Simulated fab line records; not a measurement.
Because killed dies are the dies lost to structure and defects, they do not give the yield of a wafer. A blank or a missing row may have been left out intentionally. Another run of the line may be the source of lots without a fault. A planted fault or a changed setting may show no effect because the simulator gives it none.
Matching of chambers ; flow nandHarc ; 4 sister chambers for NHARC_A_CONTACT_ETCH_106 on rieDiel-04
The step etches the open film in CF4/O2, target depth 90 nm, overetch 9 nm, time 49.5 s. 14 wafers are shown with their chamber, then 7 later ones without.

## WAFERS WITH THEIR CHAMBER
wafer;chamber;drypumpMotorCurrentA (A);rfVppV (V);oesProductAu (a.u.)
L441.1;3;6.4;198.1;1.003
L441.3;2;6.4;196.7;1.005
L441.6;0;5.8;196.8;0.989
L443.1;0;5.8;196.8;0.985
L443.4;2;6.3;196.9;1.004
L443.6;1;6.6;198.9;0.997
L445.1;2;6.4;196.2;1.004
L445.2;3;6.4;198.3;1.005
L445.3;1;6.6;199.4;0.987
L448.1;2;6.3;196.2;0.987
L448.4;2;6.4;197.2;0.990
L448.5;3;6.4;198.3;1.003
L449.2;2;6.3;196.5;0.999
L449.5;3;6.4;197.9;1.001

SIGNATURES (means of the wafers above)
reading;chamber 0;chamber 1;chamber 2;chamber 3;scatter within a chamber
drypumpMotorCurrentA;5.800;6.600;6.350;6.400;0.0387
rfVppV;196.800;199.150;196.617;198.150;0.32
oesProductAu;0.98700;0.99200;0.99817;1.00300;0.00611
Rule: for each reading, subtract the chamber's mean from the wafer's reading, divide by that reading's scatter and square the result; add these up over the readings and take the root, which gives the wafer's distance from the chamber. The wafer belongs to the nearest chamber; if the next one is less than 2 further off, it can't be placed. The scatter: the root of (the sum of the squares of (reading less its chamber's mean) over the shown wafers, divided by (wafers less chambers)).

## WAFERS MISSING THEIR CHAMBER
wafer;drypumpMotorCurrentA (A);rfVppV (V);oesProductAu (a.u.)
L449.6;5.8;197.1;0.981
L452.3;5.8;196.3;0.973
L452.5;6.3;196.2;1.000
L452.6;6.4;199.4;1.006
L454.1;6.3;196.9;1.004
L454.4;6.6;199.3;0.994
L454.5;5.8;197.7;0.976

## WHICH CHAMBER EACH ONE RAN IN
wafer;from the rows above;in truth
L449.6;0;0
L452.3;0;0
L452.5;2;2
L452.6;can't be placed: 3 or 1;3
L454.1;2;2
L454.4;1;1
L454.5;0;0
Correct placement for 6 of the 7. Can't be placed from these rows: 1 (the true chamber is among the candidates in 1). 0 placed wrongly.
